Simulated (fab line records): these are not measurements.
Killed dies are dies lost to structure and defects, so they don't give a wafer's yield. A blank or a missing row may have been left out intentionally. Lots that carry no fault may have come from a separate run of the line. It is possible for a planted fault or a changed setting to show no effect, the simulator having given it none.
Chamber matching + flow n5-finfet + rie-diel-06 running N5_BEOL_M3_VIA_ETCH_34: 3 sister chambers
The step etches the open film in C4F6/O2, target depth 69.4 nm, time 65.9 s. 6 wafers are shown with their chamber, then 10 later ones without.

== WAFERS PAIRED WITH THEIR CHAMBERS ==
| wafer  | chamber | throttle-valve-pct (%) | drypump-motor-current-A (A) |
|--------|---------|------------------------|-----------------------------|
| L087.2 | 1       | 30.90                  | 5.6                         |
| L087.5 | 3       | 31.23                  | 5.4                         |
| L089.2 | 1       | 30.93                  | 5.7                         |
| L089.5 | 0       | 30.56                  | 4.9                         |
| L076.3 | 0       | 30.56                  | 4.9                         |
| L076.4 | 3       | 31.21                  | 5.4                         |

== WAFERS WITHOUT THEIR CHAMBER ==
| wafer  | throttle-valve-pct (%) | drypump-motor-current-A (A) |
|--------|------------------------|-----------------------------|
| L076.6 | 30.91                  | 5.7                         |
| L091.2 | 30.93                  | 5.7                         |
| L091.5 | 30.57                  | 4.9                         |
| L091.6 | 31.22                  | 5.4                         |
| L095.2 | 30.93                  | 5.7                         |
| L095.5 | 31.21                  | 5.4                         |
| L095.6 | 30.57                  | 4.9                         |
| L097.1 | 30.95                  | 5.7                         |
| L097.5 | 30.93                  | 5.6                         |
| L097.6 | 30.58                  | 4.9                         |

== THE CHAMBER EACH PASSED THROUGH ==
| wafer  | from the rows above | in truth |
|--------|---------------------|----------|
| L076.6 | 1                   | 1        |
| L091.2 | 1                   | 1        |
| L091.5 | 0                   | 0        |
| L091.6 | 3                   | 3        |
| L095.2 | 1                   | 1        |
| L095.5 | 3                   | 3        |
| L095.6 | 0                   | 0        |
| L097.1 | 1                   | 1        |
| L097.5 | 1                   | 1        |
| L097.6 | 0                   | 0        |
10 of 10 placed correctly. Can't be placed from these rows: 0. Wrongly placed: 0.
How it was worked out, from the rows above alone: a wafer's distance from a chamber is the root of the sum, over the readings, of the square of ((its reading less the chamber's mean) divided by the reading's scatter). The wafer belongs to the nearest chamber; if the next one is less than 2 further off, it can't be placed. The mean given for a chamber averages the wafers shown for that chamber. The scatter: take each reading less its chamber's mean, square it, sum over the shown wafers, divide by the number of wafers less the number of chambers, and take the root.
